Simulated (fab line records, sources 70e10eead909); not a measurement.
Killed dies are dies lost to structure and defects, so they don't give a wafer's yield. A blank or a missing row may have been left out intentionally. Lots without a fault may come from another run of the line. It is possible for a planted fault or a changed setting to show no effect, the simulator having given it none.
Chamber matching | flow nand harc | NHARC_A_M1_ETCH_35 on rie diel-12 has 4 sister chambers
The step etches the open film in N2/H2, target depth 40 nm, overetch 12 nm, time 43.94 s. 20 wafers are shown with their chamber, then 9 later ones without.

== EACH WAFER AND ITS CHAMBER ==
wafer  | chamber | rf vpp V (V) | drypump motor current A (A) | run length s (s)
L804.1 | 0       | 435.5        | 6.0                         | 65.2
L804.3 | 2       | 431.8        | 6.2                         | 65.1
L804.5 | 3       | 427.5        | 6.0                         | 66.1
L805.3 | 3       | 426.6        | 6.0                         | 66.0
L805.4 | 1       | 427.9        | 6.2                         | 65.2
L805.5 | 3       | 426.9        | 6.1                         | 66.2
L808.2 | 2       | 432.0        | 6.2                         | 64.9
L808.4 | 0       | 434.9        | 6.0                         | 65.3
L818.1 | 2       | 432.1        | 6.2                         | 65.5
L818.2 | 0       | 435.2        | 6.0                         | 65.7
L818.6 | 2       | 431.9        | 6.2                         | 65.2
L819.1 | 2       | 431.8        | 6.2                         | 65.1
L819.3 | 1       | 428.7        | 6.2                         | 65.2
L819.4 | 0       | 434.8        | 6.0                         | 65.4
L823.2 | 1       | 428.3        | 6.2                         | 64.9
L823.5 | 1       | 428.0        | 6.2                         | 64.9
L823.6 | 0       | 433.8        | 6.0                         | 65.5
L821.1 | 0       | 433.4        | 6.0                         | 66.0
L821.3 | 1       | 428.4        | 6.2                         | 65.3
L821.4 | 3       | 426.1        | 6.1                         | 66.5

SIGNATURES (means of the wafers above)
reading                 | chamber 0 | chamber 1 | chamber 2 | chamber 3 | scatter within a chamber
rf vpp V                | 434.600   | 428.260   | 431.920   | 426.775   | 0.553
drypump motor current A | 6.000     | 6.200     | 6.200     | 6.050     | 0.025
run length s            | 65.517    | 65.100    | 65.160    | 66.200    | 0.237
Rule: for a wafer and a chamber, the distance is found by dividing, reading by reading, the gap between the wafer's reading and the chamber's mean by the reading's scatter, squaring, summing and taking the root. The wafer belongs to the nearest chamber; if the next one is less than 2 further off, it can't be placed. The scatter: the root of (the sum of the squares of (reading less its chamber's mean) over the shown wafers, divided by (wafers less chambers)).

== WAFERS MISSING THEIR CHAMBER ==
wafer  | rf vpp V (V) | drypump motor current A (A) | run length s (s)
L824.3 | 424.6        | 6.1                         | 66.0
L824.4 | 431.7        | 6.2                         | 65.0
L824.6 | 428.0        | 6.2                         | 65.1
L825.2 | 434.4        | 6.0                         | 65.3
L825.4 | 435.3        | 6.0                         | 65.2
L825.6 | 429.0        | 6.2                         | 65.0
L826.3 | 425.5        | 6.0                         | 66.0
L826.4 | 432.0        | 6.2                         | 65.3
L826.6 | 432.5        | 6.2                         | 65.3

== CHAMBER TAKEN BY EACH ==
wafer  | from the rows above | in truth
L824.3 | 3                   | 3
L824.4 | 2                   | 2
L824.6 | 1                   | 1
L825.2 | 0                   | 0
L825.4 | 0                   | 0
L825.6 | 1                   | 1
L826.3 | 3                   | 3
L826.4 | 2                   | 2
L826.6 | 2                   | 2
Placed correctly: 9 of 9. Left unplaced by these rows: 0. 0 placed wrongly.
